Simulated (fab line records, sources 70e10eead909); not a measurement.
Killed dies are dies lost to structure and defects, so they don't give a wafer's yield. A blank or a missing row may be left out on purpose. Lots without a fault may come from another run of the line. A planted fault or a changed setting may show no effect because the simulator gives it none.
Chamber matching | flow nand_harc | NHARC_A_STAIRCASE_TRIM_187 on rie_diel-07: 4 sister chambers
The step chemistry O2, time 211.2 s. 4 wafers are shown with their chamber, then 11 later ones without.

WAFERS WITH THEIR CHAMBER
wafer  | chamber | showerhead_plenum_p_Torr (Torr)
L078.4 | 3       | 3.77
L082.5 | 0       | 3.41
L082.6 | 1       | 3.44
L080.1 | 2       | 3.69

WAFERS WITHOUT THEIR CHAMBER
wafer  | showerhead_plenum_p_Torr (Torr)
L080.4 | 3.41
L080.5 | 3.41
L080.2 | 3.77
L080.3 | 3.44
L080.6 | 3.44
L088.1 | 3.42
L088.2 | 3.76
L088.6 | 3.76
L095.1 | 3.40
L095.2 | 3.75
L095.4 | 3.67

WHICH CHAMBER EACH WENT THROUGH
wafer  | from the rows above     | in truth
L080.4 | 0                       | 0
L080.5 | 0                       | 0
L080.2 | 3                       | 3
L080.3 | 1                       | 1
L080.6 | 1                       | 1
L088.1 | can't be placed: 0 or 1 | 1
L088.2 | 3                       | 3
L088.6 | 3                       | 3
L095.1 | 0                       | 0
L095.2 | 3                       | 3
L095.4 | 2                       | 2
Placed correctly: 10 of 11. Can't be placed from these rows: 1 (the true chamber is among the candidates in 1). Placed wrongly: 0.
How it was worked out, from the rows above alone: a wafer's distance from a chamber is the root of the sum, over the readings, of the square of ((its reading less the chamber's mean) divided by the reading's scatter). The wafer belongs to the nearest chamber; if the next one is less than 2 further off, it can't be placed. A chamber's mean is the mean of its shown wafers. The scatter: with one shown wafer a chamber, the root of the mean of the squares of how far each hidden wafer lies from its nearest shown one.
